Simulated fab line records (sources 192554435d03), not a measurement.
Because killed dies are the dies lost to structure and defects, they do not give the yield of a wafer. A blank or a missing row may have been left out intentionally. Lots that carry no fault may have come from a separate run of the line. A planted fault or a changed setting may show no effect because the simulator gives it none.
Which tool was responsible?	flow n5Finfet	12 lots, 36 wafers sampled, at 3 steps of a route of 1938

== WHAT THE GAUGES READ, wafer by wafer ==
N5_PASSIVATION_CD_MEAS_30 targets a cd of 4000 nm.
lot	measured	on	cdNm (nm)
L508	day 12 04:05	cdSem-01	3998.2 3999.7 4000.5
L510	day 12 13:53	cdSem-02	3997.5 3998.6 3999.4
L511	day 12 14:29	cdSem-03	3995.2 3994.9 3998.4
L509	day 12 20:04	cdSem-01	3996.4 3998.6 3999.8
L512	day 12 21:05	cdSem-02	3997.5 3996.5 3997.9
L514	day 13 16:10	cdSem-03	4000.3 3997.6 3998.5
L515	day 13 19:42	cdSem-02	3998.8 3999.2 3999.4
L519	day 14 19:23	cdSem-02	3999.9 4000.5 3997.9
L523	day 15 14:32	cdSem-03	3997.5 4000.5 3999.5
L525	day 16 13:26	cdSem-01	3999.3 3999.2 4000.5
L530	day 17 11:40	cdSem-01	3999.0 3999.6 3997.6
L529	day 18 00:29	cdSem-02	4001.2 4000.2 4000.9

== WHAT TOOL EACH LOT RAN ON (gives the tool, then ch and the chambers of the sampled wafers, and finally the start) ==
lot	N5_BEOL_M13_STRIP_37	N5_PASSIVATION_SPUTTER_20
L508	plasmaAsher-01 ch 0,1, day 11 00:57	pvdSputter-02, day 12 03:23
L510	plasmaAsher-02 ch 0,1, day 11 08:59	pvdSputter-01, day 12 13:11
L511	plasmaAsher-02 ch 0,1, day 11 13:08	pvdSputter-03, day 12 13:55
L509	plasmaAsher-02 ch 0,1, day 11 14:11	pvdSputter-01, day 12 19:22
L512	plasmaAsher-02 ch 0,1, day 11 19:13	pvdSputter-02, day 12 20:31
L514	plasmaAsher-01 ch 0,1, day 12 17:14	pvdSputter-03, day 13 15:28
L515	plasmaAsher-01 ch 0,1, day 12 19:11	pvdSputter-03, day 13 18:59
L519	plasmaAsher-01 ch 0,1, day 13 20:29	pvdSputter-02, day 14 18:49
L523	plasmaAsher-02 ch 0, day 14 12:25	pvdSputter-01, day 15 13:58
L525	plasmaAsher-02 ch 0,1, day 15 09:57	pvdSputter-02, day 16 12:44
L530	plasmaAsher-01 ch 0,1, day 16 09:47	pvdSputter-03, day 17 10:59
L529	plasmaAsher-01 ch 0,1, day 16 21:26	pvdSputter-01, day 17 23:55
- N5_BEOL_M13_STRIP_37: strips in N2/H2.
- N5_PASSIVATION_SPUTTER_20: material TaN, target thk 50 nm.

== WHAT THE TOOLS THEMSELVES READ (means of the sampled wafers that have a number; where no wafer has one, the mark that the record gives instead) ==
N5_BEOL_M13_STRIP_37.
lot	tool	drypumpMotorCurrentA (A)	heaterPowerW (W)	oesProductAu (a.u.)	tempC (C)
L508	plasmaAsher-01	5.4	320	0.795	250.05
L510	plasmaAsher-02	5.8	332	0.797	249.78
L511	plasmaAsher-02	5.8	335	0.790	250.08
L509	plasmaAsher-02	5.8	339	0.789	249.99
L512	plasmaAsher-02	5.8	334	0.786	249.91
L514	plasmaAsher-01	5.0	321	0.774	249.90
L515	plasmaAsher-01	5.0	319	0.782	250.07
L519	plasmaAsher-01	5.4	326	0.791	249.91
L523	plasmaAsher-02	6.4	300	0.791	250.21
L525	plasmaAsher-02	6.1	322	0.779	250.14
L530	plasmaAsher-01	5.1	317	0.779	250.08
L529	plasmaAsher-01	5.0	324	0.780	250.05

N5_PASSIVATION_SPUTTER_20.
lot	tool	throttleValvePct (%)
L508	pvdSputter-02	29.8
L510	pvdSputter-01	30.5
L511	pvdSputter-03	29.9
L509	pvdSputter-01	30.4
L512	pvdSputter-02	29.3
L514	pvdSputter-03	29.8
L515	pvdSputter-03	29.6
L519	pvdSputter-02	28.6
L523	pvdSputter-01	29.9
L525	pvdSputter-02	29.6
L530	pvdSputter-03	29.6
L529	pvdSputter-01	30.2

== THE ANSWER, worked out from the rows above alone ==
Rule: what is usual is taken from the lots themselves. Put in order of their means at a reading, lots are off if they are a third of the lots or fewer, leave a main group of 4 or more, and stand apart from it by a gap of 3 or more times the standard deviation of the main group's means; of several such gaps the widest counts. A main group is skipped when, at the precision printed for the reading in the tables above, its means are all equal. Also off: a lot with no number at a reading for which 4 or more lots have one. All remaining lots with rows at the step are treated as sound. After the gauges, taken in route order, come the tools' own readings; for these a lot's mean is taken, as printed above. At the first step where some lot is off, the reading lying furthest off is the one used; lots without a number count as furthest.
Nothing can be told from this: no lot is off at any reading shown.

== WHAT WAS PUT IN BY THE SIMULATOR ==
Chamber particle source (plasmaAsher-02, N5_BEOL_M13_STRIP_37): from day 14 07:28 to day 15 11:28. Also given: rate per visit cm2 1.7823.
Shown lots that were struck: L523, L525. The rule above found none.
